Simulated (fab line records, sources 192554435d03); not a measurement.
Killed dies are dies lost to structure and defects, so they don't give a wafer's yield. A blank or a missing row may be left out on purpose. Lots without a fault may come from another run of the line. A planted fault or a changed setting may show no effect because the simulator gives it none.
Which tool did it? | flow n5_finfet | 10 lots, 30 wafers sampled, at 6 steps of a route of 1938

WHAT THE GAUGES READ, wafer by wafer
N5_BEOL_M8_INSPECT_58: inspects for defects (darkfield).
lot  | measured     | on                | raw_defect_count
L502 | day 10 16:27 | defect_inspect-02 | 58 115 82
L507 | day 10 22:13 | defect_inspect-01 | 45 48 50
L506 | day 11 02:20 | defect_inspect-01 | 794 777 855
L508 | day 12 00:43 | defect_inspect-01 | 783 818 762
L510 | day 12 01:54 | defect_inspect-02 | 830 833 805
L513 | day 13 06:45 | defect_inspect-02 | 75 117 91
L512 | day 13 15:01 | defect_inspect-02 | 94 51 110
L519 | day 14 04:44 | defect_inspect-02 | 76 76 69
L520 | day 15 03:28 | defect_inspect-01 | 64 85 57
L524 | day 16 15:04 | defect_inspect-02 | 100 68 87

N5_BEOL_M9_THK_MEAS_01.
lot  | measured     | on            | M9_ILD_THK (nm)
L502 | day 10 17:07 | film_metro-01 | 266 264 267
L507 | day 10 22:52 | film_metro-02 | 272 267 273
L506 | day 11 03:06 | film_metro-01 | 265 270 272
L508 | day 12 01:36 | film_metro-01 | 262 263 267
L510 | day 12 02:32 | film_metro-02 | 265 268 271
L513 | day 13 07:23 | film_metro-02 | 266 269 268
L512 | day 13 15:38 | film_metro-02 | 262 270 265
L519 | day 14 05:22 | film_metro-02 | 263 271 270
L520 | day 15 04:05 | film_metro-01 | 267 266 267
L524 | day 16 15:41 | film_metro-02 | 260 269 271

N5_BEOL_M9_INSPECT_13: inspects for defects (brightfield).
lot  | measured     | on                | raw_defect_count
L502 | day 10 20:02 | defect_inspect-01 | 510 561 507
L507 | day 11 02:00 | defect_inspect-02 | 435 359 356
L506 | day 11 04:13 | defect_inspect-01 | 1205 1120 1135
L508 | day 12 02:20 | defect_inspect-01 | 1084 1199 1000
L510 | day 12 06:01 | defect_inspect-01 | 1173 1159 1157
L513 | day 13 08:39 | defect_inspect-02 | 466 502 486
L512 | day 13 16:43 | defect_inspect-02 | 323 323 406
L519 | day 14 06:03 | defect_inspect-02 | 440 591 528
L520 | day 15 05:56 | defect_inspect-02 | 411 351 483
L524 | day 16 16:54 | defect_inspect-02 | 369 420 507

WHICH TOOL RAN EACH LOT (tool, then ch and the chambers of the sampled wafers, then the start)
lot  | N5_BEOL_M8_TRENCH_ETCH_37                     | N5_BEOL_M8_ALD_77                   | N5_BEOL_M8_PRE_CLEAN_55
L502 | rie_diel-06 ch 1,2, day 10 13:41 or earlier   | ald_metal-04 ch 0,2, day 10 13:41   | pecvd-01 ch 0,1,2, day 10 16:20
L507 | rie_diel-01 ch 0,1,2, day 10 19:58 or earlier | ald_metal-04 ch 0,2,3, day 10 19:58 | pecvd-02 ch 0,2, day 10 22:06
L506 | rie_diel-01 ch 0,2, day 10 20:33 or earlier   | ald_metal-02 ch 0,1,2, day 10 20:33 | pecvd-02 ch 0,1,2, day 11 02:13
L508 | rie_diel-06 ch 0,1,2, day 11 22:52 or earlier | ald_metal-03 ch 0,1,2, day 11 22:52 | pecvd-02 ch 0,2, day 12 00:35
L510 | rie_diel-01 ch 0,1,3, day 11 23:46 or earlier | ald_metal-03 ch 1,3, day 11 23:46   | pecvd-02 ch 1,2, day 12 01:47
L513 | rie_diel-01 ch 0,2,3, day 13 03:13 or earlier | ald_metal-04 ch 0,2,3, day 13 03:13 | pecvd-03 ch 1,2, day 13 06:38
L512 | rie_diel-05 ch 1,2, day 13 10:42 or earlier   | ald_metal-02 ch 0,3, day 13 10:42   | pecvd-01 ch 0,2, day 13 14:53
L519 | rie_diel-05 ch 0,2, day 14 01:32 or earlier   | ald_metal-03 ch 0,2,3, day 14 01:32 | pecvd-01 ch 0,1,2, day 14 04:37
L520 | rie_diel-01 ch 0,2, day 15 01:26 or earlier   | ald_metal-02 ch 1,2,3, day 15 01:26 | pecvd-03 ch 0,1, day 15 03:21
L524 | rie_diel-06 ch 2,3, day 16 13:02 or earlier   | ald_metal-02 ch 0,1,3, day 16 13:02 | pecvd-02 ch 0,2, day 16 14:56
- N5_BEOL_M8_TRENCH_ETCH_37: etches SiCOH lowk in C4F6/O2, target depth 93.478 nm, time 31.2 s.
- N5_BEOL_M8_ALD_77: deposits TaN, target thk 2 nm, pulse time 2 s, purge time 3 s.
- N5_BEOL_M8_PRE_CLEAN_55: time 15 s.

WHAT THE TOOLS THEMSELVES READ (means of the sampled wafers that have a number; where no wafer has one, the mark that the record gives instead)
N5_BEOL_M8_TRENCH_ETCH_37.
lot  | tool        | drypump_motor_current_A (A) | oes_product_au (a.u.) | rf_vpp_V (V) | showerhead_plenum_p_Torr (Torr) | throttle_valve_pct (%)
L502 | rie_diel-06 | 5.5                         | 0.85                  | 670          | 2.80                            | 20.54
L507 | rie_diel-01 | 6.1                         | 0.80                  | 665          | 2.88                            | 20.81
L506 | rie_diel-01 | 6.5                         | 0.80                  | 666          | 2.89                            | 20.71
L508 | rie_diel-06 | 5.8                         | 0.80                  | 658          | 2.79                            | 20.74
L510 | rie_diel-01 | 5.8                         | 0.85                  | 660          | 2.90                            | 20.73
L513 | rie_diel-01 | 6.3                         | 0.84                  | 659          | 2.90                            | 20.65
L512 | rie_diel-05 | 5.7                         | 0.77                  | 664          | 2.83                            | 21.03
L519 | rie_diel-05 | 5.5                         | 0.82                  | 668          | 2.87                            | 20.86
L520 | rie_diel-01 | 6.5                         | 0.76                  | 666          | 2.87                            | 20.75
L524 | rie_diel-06 | 5.1                         | 0.74                  | 664          | 2.72                            | 20.73

N5_BEOL_M8_ALD_77.
lot  | tool         | heater_power_w (W) | susceptor_temp_C (C)
L502 | ald_metal-04 | 425                | 274.89
L507 | ald_metal-04 | 434                | 275.02
L506 | ald_metal-02 | 403                | 274.84
L508 | ald_metal-03 | 428                | 274.84
L510 | ald_metal-03 | 386                | 274.97
L513 | ald_metal-04 | 431                | 274.88
L512 | ald_metal-02 | 379                | 275.04
L519 | ald_metal-03 | 443                | 275.13
L520 | ald_metal-02 | 415                | 275.03
L524 | ald_metal-02 | 399                | 274.89

THE ANSWER, worked out from the rows above alone
Rule: what is usual is taken from the lots themselves. Put in order of their means at a reading, lots are off if they are a third of the lots or fewer, leave a main group of 4 or more, and stand apart from it by a gap of 3 or more times the standard deviation of the main group's means; of several such gaps the widest counts. A main group whose means are all the same, to the digits that the tables above print for the reading, isn't used. A lot without any number at a reading at which 4 lots or more have one is off too. The other lots that the step has rows for count as sound. The gauges are gone through in route order, then the tools' own readings, and for those a lot's mean is taken as printed above. The first step at which some lot is off is used, and at that step the reading that is off furthest; a lot without a number counts as furthest.
Off: L506, L508, L510, at N5_BEOL_M8_INSPECT_58 (raw_defect_count). The main group: mean 77, standard deviation 14.
A tool fits if, at a process step before that reading, it ran every lot that is off, and no sound lot after the first of them. The gauges at N5_BEOL_M8_INSPECT_58 are tried like those tools. N5_BEOL_M8_TRENCH_ETCH_37 gives no start for some lots, so the hours and the order of its lots are those of N5_BEOL_M8_ALD_77. None of those tried fits.

WHAT THE SIMULATOR HAD PUT IN
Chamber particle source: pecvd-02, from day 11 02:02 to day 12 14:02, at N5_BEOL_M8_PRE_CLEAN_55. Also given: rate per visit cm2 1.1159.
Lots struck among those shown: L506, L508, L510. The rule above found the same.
